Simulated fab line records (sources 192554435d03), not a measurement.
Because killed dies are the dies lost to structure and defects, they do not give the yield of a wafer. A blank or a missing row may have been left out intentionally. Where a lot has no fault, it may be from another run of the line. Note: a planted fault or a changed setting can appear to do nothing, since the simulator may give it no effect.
Chamber matching / flow n5Finfet / N5_HKMG_FIN_CMP_23 on cmp-02 has 4 sister chambers
The step polishes, stops on SiNx, t overpolish 10 s, target thk 46.326 nm. 8 wafers are shown with their chamber, then 7 later ones without.

## WAFERS, EACH WITH ITS CHAMBER
wafer=L078.6; chamber=3; motorCurrentA (A)=12.6; timeToEndpointS (s)=9.8
wafer=L080.3; chamber=3; motorCurrentA (A)=11.6; timeToEndpointS (s)=10.1
wafer=L084.1; chamber=1; motorCurrentA (A)=11.2; timeToEndpointS (s)=8.0
wafer=L084.6; chamber=0; motorCurrentA (A)=11.6; timeToEndpointS (s)=11.7
wafer=L088.1; chamber=0; motorCurrentA (A)=11.8; timeToEndpointS (s)=10.1
wafer=L088.5; chamber=2; motorCurrentA (A)=8.9; timeToEndpointS (s)=14.1
wafer=L092.2; chamber=1; motorCurrentA (A)=11.0; timeToEndpointS (s)=9.6
wafer=L092.4; chamber=2; motorCurrentA (A)=9.3; timeToEndpointS (s)=14.1

## WAFERS WITH NO CHAMBER GIVEN
wafer=L092.6; motorCurrentA (A)=9.2; timeToEndpointS (s)=14.7
wafer=L094.2; motorCurrentA (A)=9.0; timeToEndpointS (s)=15.1
wafer=L094.3; motorCurrentA (A)=11.6; timeToEndpointS (s)=15.3
wafer=L094.5; motorCurrentA (A)=11.8; timeToEndpointS (s)=8.6
wafer=L097.1; motorCurrentA (A)=9.3; timeToEndpointS (s)=11.0
wafer=L097.4; motorCurrentA (A)=11.0; timeToEndpointS (s)=5.9
wafer=L097.5; motorCurrentA (A)=12.1; timeToEndpointS (s)=9.8

## EACH ONE'S CHAMBER
wafer=L092.6; from the rows above=2; in truth=2
wafer=L094.2; from the rows above=2; in truth=2
wafer=L094.3; from the rows above=can't be placed: 0 or 2 or 3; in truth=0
wafer=L094.5; from the rows above=can't be placed: 1 or 3 or 0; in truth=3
wafer=L097.1; from the rows above=can't be placed: 2 or 1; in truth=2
wafer=L097.4; from the rows above=1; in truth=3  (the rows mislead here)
wafer=L097.5; from the rows above=can't be placed: 3 or 0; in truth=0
Correct placement for 2 of the 7. Cannot be placed on the basis of these rows: 4; the candidates contain the true chamber in 4. Wrongly placed: 1.
How it was worked out, from the rows above alone: a wafer's distance from a chamber is the root of the sum, over the readings, of the square of ((its reading less the chamber's mean) divided by the reading's scatter). If the next closest chamber is less than 2 further off than the closest, the wafer can't be placed; otherwise it belongs to the closest. The mean given for a chamber averages the wafers shown for that chamber. The scatter: take each reading less its chamber's mean, square it, sum over the shown wafers, divide by the number of wafers less the number of chambers, and take the root.
